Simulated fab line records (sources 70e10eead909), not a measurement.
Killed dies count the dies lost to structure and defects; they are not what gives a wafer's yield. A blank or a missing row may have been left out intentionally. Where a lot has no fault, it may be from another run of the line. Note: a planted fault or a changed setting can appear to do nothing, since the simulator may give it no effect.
Check of tool commonality | flow nand_harc | 13 lots, 39 wafers sampled

== REASON IT WAS OPENED ==
On 2 of the 13 lots, a flag is raised at NHARC_A_ONON_D1_THK_MEAS_05 on the reading thk_nm. Wafers without a fault read 1001 nm, standard deviation 8.4.
Rule: a lot gets a flag if all its wafers with a number sit over 4 standard deviations from that mean, or if no wafer of it has a number. The other lots count as sound.

lot  | measured     | on            | thk_nm (nm), wafer by wafer | flag
L556 | day 7 23:37  | film_metro-02 | 1006 1007 1007              |
L557 | day 7 23:38  | film_metro-01 | 1000 995 996                |
L559 | day 7 23:41  | film_metro-02 | 994 992 992                 |
L561 | day 8 11:35  | film_metro-01 | 1002 1001 1002              |
L560 | day 8 11:43  | film_metro-02 | 984 982 983                 |
L562 | day 9 10:02  | film_metro-01 | 1005 1006 1005              |
L565 | day 9 20:05  | film_metro-01 | 1016 1017 1016              |
L571 | day 10 19:14 | film_metro-01 | 1566 1566 1565              | FLAGGED
L569 | day 10 19:36 | film_metro-01 | 1567 1566 1565              | FLAGGED
L574 | day 12 03:14 | film_metro-02 | 1000 1000 999               |
L576 | day 12 03:17 | film_metro-02 | 1010 1009 1009              |
L578 | day 12 20:10 | film_metro-01 | 1003 1001 998               |
L579 | day 13 07:13 | film_metro-01 | 1001 1001 1000              |
The mean of the flagged lots' numbers is 1566 nm, +565 nm from the usual (+67 standard deviations).

== LOT BY LOT: THE TOOL USED ==
Before the reading, the record contains 3 process steps out of a 1159-step route. In each cell: the tool, then ch and the chambers that the sampled wafers went through, then the start.
lot  | flag    | NHARC_P_BONDPAD_PVD_17                  | NHARC_A_ZERO_WELL_RTA_16         | NHARC_A_ONON_D1_DEP_03
L556 |         | pvd_sputter-03, day 6 21:34 or earlier  | rtp_anneal-01 ch 0, day 7 00:34  | pecvd_onon-03 ch 0, day 7 23:07
L557 |         | pvd_sputter-03, day 6 20:56 or earlier  | rtp_anneal-02 ch 0, day 7 00:22  | pecvd_onon-04 ch 0, day 7 23:08
L559 |         | pvd_sputter-03, day 7 00:38 or earlier  | rtp_anneal-01 ch 0, day 7 02:37  | pecvd_onon-01 ch 0, day 7 23:10
L561 |         | pvd_sputter-01, day 7 12:02 or earlier  | rtp_anneal-01 ch 0, day 7 14:08  | pecvd_onon-04 ch 0, day 8 11:04
L560 |         | pvd_sputter-02, day 7 10:58 or earlier  | rtp_anneal-02 ch 0, day 7 13:19  | pecvd_onon-01 ch 0, day 8 11:12
L562 |         | pvd_sputter-02, day 8 10:42 or earlier  | rtp_anneal-02 ch 0, day 8 12:49  | pecvd_onon-04 ch 0, day 9 09:32
L565 |         | pvd_sputter-03, day 8 19:52 or earlier  | rtp_anneal-02 ch 0, day 8 22:02  | pecvd_onon-03 ch 0, day 9 19:34
L571 | FLAGGED | pvd_sputter-03, day 9 17:51 or earlier  | rtp_anneal-01 ch 0, day 9 20:01  | pecvd_onon-04 ch 0, day 10 18:50
L569 | FLAGGED | pvd_sputter-01, day 9 21:17 or earlier  | rtp_anneal-02 ch 0, day 9 23:31  | pecvd_onon-04 ch 0, day 10 19:16
L574 |         | pvd_sputter-01, day 11 00:40 or earlier | rtp_anneal-01 ch 0, day 11 02:50 | pecvd_onon-03 ch 0, day 12 02:47
L576 |         | pvd_sputter-01, day 11 06:53 or earlier | rtp_anneal-02 ch 0, day 11 09:02 | pecvd_onon-01 ch 0, day 12 02:50
L578 |         | pvd_sputter-02, day 11 22:13 or earlier | rtp_anneal-02 ch 0, day 12 00:17 | pecvd_onon-03 ch 0, day 12 19:49
L579 |         | pvd_sputter-01, day 12 05:45 or earlier | rtp_anneal-01 ch 0, day 12 07:53 | pecvd_onon-01 ch 0, day 13 06:42
What the steps here do:
- NHARC_P_BONDPAD_PVD_17: deposits TaN, target thk 5 nm, time 8.06 s.
- NHARC_A_ZERO_WELL_RTA_16: time 10 s.
- NHARC_A_ONON_D1_DEP_03: target thk 1000 nm.
- NHARC_A_ONON_D1_THK_MEAS_05: measures by ellipsometry.

== FLAGGED OVER TOTAL, TOOL BY TOOL (the gauges that took the reading come last) ==
step                        | tool           | lots run | flagged | share of the flagged lots | sound lots run after its first flagged lot
NHARC_P_BONDPAD_PVD_17      | pvd_sputter-01 | 5        | 1       | some                      | 3 (L574,L576,L579)
NHARC_P_BONDPAD_PVD_17      | pvd_sputter-02 | 3        | 0       | none                      | -
NHARC_P_BONDPAD_PVD_17      | pvd_sputter-03 | 5        | 1       | some                      | 0
NHARC_A_ZERO_WELL_RTA_16    | rtp_anneal-01  | 6        | 1       | some                      | 2 (L574,L579)
NHARC_A_ZERO_WELL_RTA_16    | rtp_anneal-02  | 7        | 1       | some                      | 2 (L576,L578)
NHARC_A_ONON_D1_DEP_03      | pecvd_onon-01  | 4        | 0       | none                      | -
NHARC_A_ONON_D1_DEP_03      | pecvd_onon-03  | 4        | 0       | none                      | -
NHARC_A_ONON_D1_DEP_03      | pecvd_onon-04  | 5        | 2       | all                       | 0
NHARC_A_ONON_D1_THK_MEAS_05 | film_metro-01  | 8        | 2       | all                       | 2 (L578,L579)
NHARC_A_ONON_D1_THK_MEAS_05 | film_metro-02  | 5        | 0       | none                      | -
Because NHARC_P_BONDPAD_PVD_17 lacks a start for some lots, the hours and order of its lots are taken from NHARC_A_START_INSPECT_01.

== WHAT IS ALLOWED BY THE TABLE ==
2 rows of the table ran every flagged lot: pecvd_onon-04 at NHARC_A_ONON_D1_DEP_03, film_metro-01 at NHARC_A_ONON_D1_THK_MEAS_05.
- pecvd_onon-04 at NHARC_A_ONON_D1_DEP_03: 2 of its 5 lots flagged. A fault beginning between L562 (day 9 09:32), its last sound lot, and L571 (day 10 18:50), its first flagged one, fits the data.
- film_metro-01 at NHARC_A_ONON_D1_THK_MEAS_05: 2 of its 8 lots flagged. Sound lots followed the first flagged one (L578, L579) on it, something a lasting fault affecting the whole tool could not allow.
Left over: one tool, pecvd_onon-04 at NHARC_A_ONON_D1_DEP_03.

== WHAT THE SIMULATOR HAD PUT IN ==
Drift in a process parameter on pecvd_onon-04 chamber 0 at NHARC_A_ONON_D1_DEP_03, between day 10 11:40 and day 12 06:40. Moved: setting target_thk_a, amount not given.
Shown lots that were struck: L571, L569. Same finding as the rule above.
